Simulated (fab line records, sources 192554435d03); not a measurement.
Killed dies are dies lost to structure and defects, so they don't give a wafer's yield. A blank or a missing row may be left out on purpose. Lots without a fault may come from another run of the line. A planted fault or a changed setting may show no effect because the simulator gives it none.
One fault seen from 3 desks | flow n5_finfet | each desk has only its own numbers; what lay behind them comes last

THE TOOL OWNER'S DESK: pecvd-01
The tool's own readings at N5_GATE_CUT_HM_DEP_46 (deposits SiO2 from TEOS/O2, target thk 130 nm, time 26.6 s): means of the sampled wafers that have a number, for each lot that ran on this tool. A lot is out of limits, marked OUT, if its mean lies more than 4 standard deviations from the usual mean; the brackets give that distance.
Columns: A = heater_power_w at N5_GATE_CUT_HM_DEP_46, usual 576 W; B = showerhead_plenum_p_Torr at N5_GATE_CUT_HM_DEP_46, usual 8.36 Torr; C = throttle_valve_pct at N5_GATE_CUT_HM_DEP_46, usual 18.9 %
lot  | first seen here | A   | B    | C
L715 | day 5 10:17     | 570 | 8.39 | 19.2
L718 | day 5 22:23     | 538 | 8.38 | 19.3
L721 | day 6 18:11     | 575 | 8.39 | 19.4
This desk's finding: nothing out of limits on any of the 3 lots.

THE METROLOGY DESK
What the gauges read, lot by lot, whatever tool the lot ran on: means of the sampled wafers that have a number. A lot is out of limits, marked OUT, if its mean lies more than 4 standard deviations from the usual mean; the brackets give that distance.
Columns: A = GC_FILL_THK at N5_GATE_CUT_THK_MEAS_24, usual 219.7 nm
lot  | first seen here | A
L713 | day 5 01:19     | 220.5
L714 | day 5 03:03     | 218.7
L715 | day 5 13:37     | 218.8
L718 | day 6 01:39     | 222.2
L719 | day 6 08:08     | 219.5
L721 | day 6 21:15     | 227.7
L722 | day 7 06:54     | 217.7
L730 | day 9 07:55     | 218.4
L734 | day 10 04:14    | 221.2
L735 | day 10 08:50    | 222.4
This desk's finding: nothing out of limits on any of the 10 lots.

THE DEFECT DESK
What the inspections along the route counted, lot by lot: means of the sampled wafers that have a number. A lot is out of limits, marked OUT, if its mean lies more than 4 standard deviations from the usual mean; the brackets give that distance.
Columns: A = raw_defect_count at N5_GATE_CUT_INSPECT_15, usual 147
lot  | first seen here | A
L713 | day 4 21:51     | 116
L714 | day 5 00:10     | 215
L715 | day 5 10:52     | 175
L718 | day 5 22:56     | 182
L719 | day 6 05:27     | 135
L721 | day 6 18:35     | 167
L722 | day 7 04:14     | 149
L730 | day 9 05:11     | 112
L734 | day 10 01:35    | 115
L735 | day 10 05:54    | 131
This desk's finding: nothing out of limits on any of the 10 lots.

PUT TOGETHER
The tool owner's desk saw nothing out of limits.
The metrology desk saw nothing out of limits.
The defect desk saw nothing out of limits.

WHAT THE SIMULATOR HAD PUT IN
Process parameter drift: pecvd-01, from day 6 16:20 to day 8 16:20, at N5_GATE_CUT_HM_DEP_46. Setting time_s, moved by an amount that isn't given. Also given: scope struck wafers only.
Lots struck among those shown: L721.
